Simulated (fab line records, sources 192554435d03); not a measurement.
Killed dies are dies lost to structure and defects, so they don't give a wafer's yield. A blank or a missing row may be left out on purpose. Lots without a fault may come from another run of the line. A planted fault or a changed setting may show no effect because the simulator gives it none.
Chamber matching | flow n5_finfet | N5_FIN_CUT_STRIP_24 on rie_diel-04: 4 sister chambers
The step strips in CF4. 16 wafers are shown with their chamber, then 8 later ones without.

WAFERS WITH THEIR CHAMBER
wafer  | chamber | showerhead_plenum_p_Torr (Torr) | oes_product_au (a.u.) | throttle_valve_pct (%)
L077.4 | 1       | 1.71                            | 0.72                  | 13.66
L077.5 | 1       | 1.71                            | 0.71                  | 13.65
L077.6 | 0       | 1.77                            | 0.67                  | 13.70
L078.2 | 0       | 1.77                            | 0.67                  | 13.70
L078.3 | 3       | 1.77                            | 0.69                  | 13.75
L078.6 | 3       | 1.77                            | 0.69                  | 13.73
L079.1 | 2       | 1.86                            | 0.76                  | 13.54
L079.4 | 0       | 1.77                            | 0.68                  | 13.70
L079.6 | 3       | 1.77                            | 0.69                  | 13.73
L081.1 | 2       | 1.86                            | 0.76                  | 13.56
L081.2 | 3       | 1.77                            | 0.69                  | 13.73
L081.6 | 2       | 1.86                            | 0.76                  | 13.56
L084.1 | 3       | 1.77                            | 0.68                  | 13.76
L084.3 | 2       | 1.86                            | 0.76                  | 13.56
L084.4 | 1       | 1.70                            | 0.71                  | 13.68
L093.2 | 1       | 1.70                            | 0.70                  | 13.72

SIGNATURES (means of the wafers above)
reading                  | chamber 0 | chamber 1 | chamber 2 | chamber 3 | scatter within a chamber
showerhead_plenum_p_Torr | 1.7700    | 1.7050    | 1.8600    | 1.7700    | 0.00289
oes_product_au           | 0.6733    | 0.7100    | 0.7600    | 0.6880    | 0.00537
throttle_valve_pct       | 13.7000   | 13.6775   | 13.5550   | 13.7400   | 0.0182
Rule: a wafer's distance from a chamber is the root of the sum, over the readings, of the square of ((its reading less the chamber's mean) divided by the reading's scatter). The wafer belongs to the nearest chamber; if the next one is less than 2 further off, it can't be placed. The scatter: the root of (the sum of the squares of (reading less its chamber's mean) over the shown wafers, divided by (wafers less chambers)).

WAFERS WITHOUT THEIR CHAMBER
wafer  | showerhead_plenum_p_Torr (Torr) | oes_product_au (a.u.) | throttle_valve_pct (%)
L093.4 | 1.76                            | 0.68                  | 13.78
L093.6 | 1.85                            | 0.75                  | 13.60
L095.2 | 1.70                            | 0.69                  | 13.74
L095.5 | 1.85                            | 0.74                  | 13.59
L095.6 | 1.77                            | 0.95                  | 13.18
L097.1 | 1.76                            | 0.68                  | 13.80
L097.5 | 1.85                            | 0.73                  | 13.60
L097.6 | 1.76                            | 0.68                  | 13.80

WHICH CHAMBER EACH WENT THROUGH
wafer  | from the rows above     | in truth
L093.4 | can't be placed: 3 or 0 | 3
L093.6 | 2                       | 2
L095.2 | 1                       | 1
L095.5 | 2                       | 2
L095.6 | 2                       | 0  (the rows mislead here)
L097.1 | can't be placed: 3 or 0 | 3
L097.5 | 2                       | 2
L097.6 | can't be placed: 3 or 0 | 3
Placed correctly: 4 of 8. Can't be placed from these rows: 3 (the true chamber is among the candidates in 3). Placed wrongly: 1.
